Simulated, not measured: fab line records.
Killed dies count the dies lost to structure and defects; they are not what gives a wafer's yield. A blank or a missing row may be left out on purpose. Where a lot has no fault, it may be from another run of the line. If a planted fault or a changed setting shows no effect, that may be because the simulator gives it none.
2 desks, one fault :: flow n5Finfet :: what lay behind the numbers comes last; until then each desk has only its own

== METROLOGY DESK ==
What the gauges read for every lot (on any tool): the sampled wafers with a number, averaged. Marked OUT: a lot whose mean sits more than 4 standard deviations from the usual mean, which makes it out of limits; the brackets give that distance. 7 of its 11 readings are shown, namely those furthest out on some lot.
Columns: A = M1_THK at N5_BEOL_M1_THK_MEAS_53, usual 39.7 nm; B = DIBL_N at N5_BEOL_M4_RC_MEAS_101, usual 36.0 mV/V; C = DIBL_P at N5_BEOL_M4_RC_MEAS_101, usual 36.2 mV/V; D = IOFF_N at N5_BEOL_M4_RC_MEAS_101, usual 0.16 nA/um; E = SS_N at N5_BEOL_M4_RC_MEAS_101, usual 71.4 mV/dec; F = SS_P at N5_BEOL_M4_RC_MEAS_101, usual 73.2 mV/dec; G = VT_N at N5_BEOL_M4_RC_MEAS_101, usual 250 mV
lot: L132
first seen here: day 6 18:07
A: 39.0
B: 32.1
C: 33.2
D: 0.12
E: 70.7
F: 71.8
G: 255

lot: L133
first seen here: day 6 22:22
A: 38.0
B: 36.6
C: 35.6
D: 0.16
E: 71.7
F: 73.3
G: 248

lot: L139
first seen here: day 8 07:15
A: 39.8
B: 36.5
C: 36.9
D: 0.16
E: 72.0
F: 73.2
G: 250

lot: L140
first seen here: day 9 10:18
A: 39.9
B: 39.4
C: 41.3
D: 0.20
E: 72.2
F: 73.9
G: 248

lot: L149
first seen here: day 11 01:47
A: 38.8
B: 36.5
C: 36.0
D: 0.16
E: 71.0
F: 73.5
G: 249

lot: L151
first seen here: day 11 18:55
A: 37.4
B: 36.3
C: 35.8
D: 0.16
E: 71.2
F: 72.9
G: 247
Finding of this desk: none of the 6 lots has anything out of limits.

== FOR THE TOOL OWNER'S DESK: cvdCo-02 ==
The tool's own readings at N5_BEOL_M1_CO_CAP_55 (material Co, precursor CCTBA/H2, target thk 2 nm, time 102.1 s): means of the sampled wafers that have a number, for each lot that ran on this tool. Marked OUT: a lot whose mean sits more than 4 standard deviations from the usual mean, which makes it out of limits; the brackets give that distance.
Columns: A = heaterPowerOuterW at N5_BEOL_M1_CO_CAP_55, usual 134 W; B = heaterPowerW at N5_BEOL_M1_CO_CAP_55, usual 250 W; C = runLengthS at N5_BEOL_M1_CO_CAP_55, usual 125.2 s; D = susceptorTempC at N5_BEOL_M1_CO_CAP_55, usual 200.02 C
lot: L133
first seen here: day 6 22:27
A: 126
B: 244
C: 125.6
D: 199.85

lot: L139
first seen here: day 8 07:20
A: 121
B: 237
C: 149.4 (+43) OUT
D: 200.10

lot: L140
first seen here: day 9 10:25
A: 120
B: 236
C: 149.5 (+43) OUT
D: 200.22
This desk finds L139, L140 out of limits, L139 being first, at day 8 07:20 (runLengthS at N5_BEOL_M1_CO_CAP_55). L133 stayed within limits.

== TAKEN TOGETHER ==
The tool owner's desk had the chance to raise an alarm at day 8 07:20 on L139, L140.
From the metrology desk's view, nothing was out of limits.
The metrology desk has L139, L140 on record, within its limits.
All the named lots went through N5_BEOL_M1_CO_CAP_55 on cvdCo-02.

== WHAT WAS PUT IN BY THE SIMULATOR ==
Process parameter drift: cvdCo-02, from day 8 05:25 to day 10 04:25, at N5_BEOL_M1_CO_CAP_55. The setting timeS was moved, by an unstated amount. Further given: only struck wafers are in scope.
Struck lots among those shown: L139, L140.
Hours from the fault's start to each desk's first reading out of limits: the tool owner's desk, 2.
